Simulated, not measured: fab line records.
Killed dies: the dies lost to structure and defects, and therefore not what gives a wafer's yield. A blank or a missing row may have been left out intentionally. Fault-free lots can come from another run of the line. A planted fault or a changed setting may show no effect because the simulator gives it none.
Which tool is to blame?	flow nand harc	at 1 step of a route of 1302, 24 lots with 72 wafers sampled

== WHAT THE GAUGES READ, wafer by wafer ==
NHARC_A_SGD_CUT_OVL_MEAS_10. Usual: overlay x nm -0.1 nm, standard deviation 0.87; overlay y nm -0.4 nm, standard deviation 0.77.
lot	measured	on	overlay x nm (nm)	overlay y nm (nm)	flag
L075	day 19 15:10	overlay-01	0.0 0.0 -0.1	-1.4 -1.1 -1.5	
L074	day 19 16:31	overlay-02	-1.6 -1.3 -1.2	1.2 1.1 1.0	
L076	day 20 01:58	overlay-01	-1.3 -0.3 -0.7	0.6 0.1 -0.2	
L078	day 20 22:23	overlay-02	-0.1 -0.1 -0.7	-1.1 -1.3 -1.4	
L077	day 20 22:32	overlay-01	0.3 0.0 0.5	-1.5 -1.2 -0.8	
L079	day 21 04:00	overlay-01	0.1 0.6 0.7	0.5 0.1 0.4	
L080	day 21 22:11	overlay-01	-0.4 0.5 -0.2	-0.1 -0.3 -0.3	
L081	day 21 22:25	overlay-01	-0.3 0.0 -0.6	0.2 0.5 0.5	
L082	day 22 16:04	overlay-02	-1.5 -2.2 -2.3	-0.4 -1.4 -0.7	
L083	day 22 17:18	overlay-01	0.0 -1.1 -0.2	-0.8 -0.7 -1.1	
L085	day 23 09:33	overlay-01	1.5 1.3 0.5	-0.5 -1.4 -1.2	
L084	day 23 18:44	overlay-01	-0.1 0.2 0.8	0.8 0.3 -0.3	
L086	day 24 05:38	overlay-01	0.0 -0.3 0.2	-0.4 -1.3 -0.8	
L087	day 24 21:07	overlay-01	-0.9 -0.9 -0.8	1.0 1.3 1.2	
L089	day 25 14:41	overlay-02	-0.4 -0.1 -0.4	-0.4 0.2 0.2	
L088	day 25 14:59	overlay-01	0.8 0.8 0.6	-0.7 -1.0 -0.5	
L090	day 26 09:20	overlay-02	1.2 1.1 1.4	-0.4 -0.1 -0.1	
L091	day 26 10:11	overlay-02	0.6 1.3 1.0	0.6 0.0 0.3	
L093	day 27 09:58	overlay-02	-0.6 -1.0 -0.3	0.0 -0.2 -0.9	
L092	day 27 10:19	overlay-01	0.3 -0.1 0.0	-0.7 0.0 -0.3	
L095	day 27 21:23	overlay-02	-2.0 -1.3 -1.1	-1.8 -1.7 -2.0	
L096	day 27 21:54	overlay-02	0.3 0.5 0.2	-0.6 0.0 0.1	
L094	day 27 22:03	overlay-01	-0.8 -0.6 -0.7	-0.3 -0.1 -0.2	
L097	day 28 09:02	overlay-01	0.0 0.1 0.2	-0.4 -0.8 0.1	

== WHICH TOOL RAN EACH LOT (tool, then ch and the chambers of the sampled wafers, then the start) ==
There is no process step in the record ahead of these readings.

== WHAT THE TOOLS THEMSELVES READ (means of the sampled wafers that have a number; where no wafer has one, the mark that the record gives instead) ==
The record holds no such reading with a usual standard deviation.

== THE ANSWER, worked out from the rows above alone ==
Rule: a lot counts as off when the mean over its wafers that have a number is more than 3 standard deviations away from the usual mean. Also off: a lot with no number at a reading for which 4 or more lots have one. All remaining lots with rows at the step are treated as sound. Order of review: gauges by route order, followed by the tools' own readings, for which a lot's mean as printed above is used. The first step at which some lot is off is used, and at that step the reading that is off furthest; a lot without a number counts as furthest.
Nothing can be told from this: no lot is off at any reading shown.

== WHAT THE SIMULATOR HAD PUT IN ==
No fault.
